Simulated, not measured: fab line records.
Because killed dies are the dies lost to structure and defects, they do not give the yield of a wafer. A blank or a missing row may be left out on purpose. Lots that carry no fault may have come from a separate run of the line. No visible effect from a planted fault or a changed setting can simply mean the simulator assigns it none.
Lot-split experiment | flow n5-finfet | on a route of 1938 steps: 7 lots, 21 wafers read

== THE SPLIT ITSELF ==
At N5_BEOL_M8_ETCH_61 (etches SiARC in CF4, target depth 45.5 nm, time 75.8 s), the setting bias-w was moved away from the recipe's 36 W on 7 of the 21 wafers read, by -17.6% to +12.4%. All remaining wafers had this setting at the recipe value.

The split's own step is where the reading is taken.

== THE READING ==
rf-vpp-V, in V, at N5_BEOL_M8_ETCH_61 (etches SiARC in CF4, target depth 45.5 nm, time 75.8 s). On this fab line, fault-free wafers typically give 184.1 V with a standard deviation of 1.2 V.

wafer  | tool, chamber at the split | bias-w as run, W | against the recipe | rf-vpp-V, V | against lot-mates on the recipe
L075.3 | rie-diel-04, 1             | 36               | recipe             | 182.9       | -
L075.4 | rie-diel-04, 3             | 31.33            | -13.0%             | 166.7       | -16.9
L075.5 | rie-diel-04, 3             | 36               | recipe             | 184.2       | -
L077.1 | rie-diel-06, 3             | 36               | recipe             | 185.6       | -
L077.3 | rie-diel-06, 2             | 36               | recipe             | 184.9       | -
L077.5 | rie-diel-06, 1             | 36               | recipe             | 184.2       | -
L080.1 | rie-diel-04, 3             | 32.59            | -9.5%              | 172.0       | -12.2
L080.3 | rie-diel-04, 1             | 36               | recipe             | 183.3       | -
L080.4 | rie-diel-04, 0             | 36               | recipe             | 185.2       | -
L082.3 | rie-diel-06, 1             | 36               | recipe             | 186.4       | -
L082.4 | rie-diel-06, 0             | 36               | recipe             | 185.0       | -
L082.5 | rie-diel-06, 3             | 36               | recipe             | 185.6       | -
L087.4 | rie-diel-03, 2             | 40.48            | +12.4%             | 197.1       | +14.2
L087.5 | rie-diel-03, 3             | 36               | recipe             | 184.0       | -
L087.6 | rie-diel-03, 2             | 36               | recipe             | 181.8       | -
L091.2 | rie-diel-03, 2             | 38.62            | +7.3%              | 192.0       | +6.0
L091.3 | rie-diel-03, 3             | 38.62            | +7.3%              | 190.6       | +4.6
L091.4 | rie-diel-03, 0             | 36               | recipe             | 186.0       | -
L090.3 | rie-diel-06, 2             | 29.65            | -17.6%             | 163.4       | -22.4
L090.4 | rie-diel-06, 1             | 36               | recipe             | 185.8       | -
L090.6 | rie-diel-06, 3             | 29.65            | -17.6%             | 162.6       | -23.2

FIT RESULTS
A straight line over all 21 wafers: rf-vpp-V changes by +1.18 V for each +1% of bias-w; r = +0.99; the points scatter about the line by 1.4 V.
The same after taking each lot's own level away (the mean of its wafers on the recipe; 21 wafers): +1.2 V for each +1%; r = +0.99; scatter 1.3 V.
According to that fit, moving bias-w by its largest amount changes the reading by 21 V.
The span of the lots' own levels, 182.90 to 186.00 V, comes to 2.6 times the standard deviation stated above.
Consequently the slope shifts little with the lot-to-lot level, the two slopes agreeing.
Check: -21.6 V against its lot-mates is what the line predicts for one of the wafers moved furthest among these (-17.6%) when that wafer is left out of the fit. It came out at -22.4 V against them.
Tool readings at the split's step, against how far the setting was moved: etch-rf-on-time-s r = -0.31; rf-vpp-V r = +0.99.

== THE FILE'S OWN FIT ==
rf-vpp-V changes by +1.23 V for each +1% of bias-w, r = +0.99.
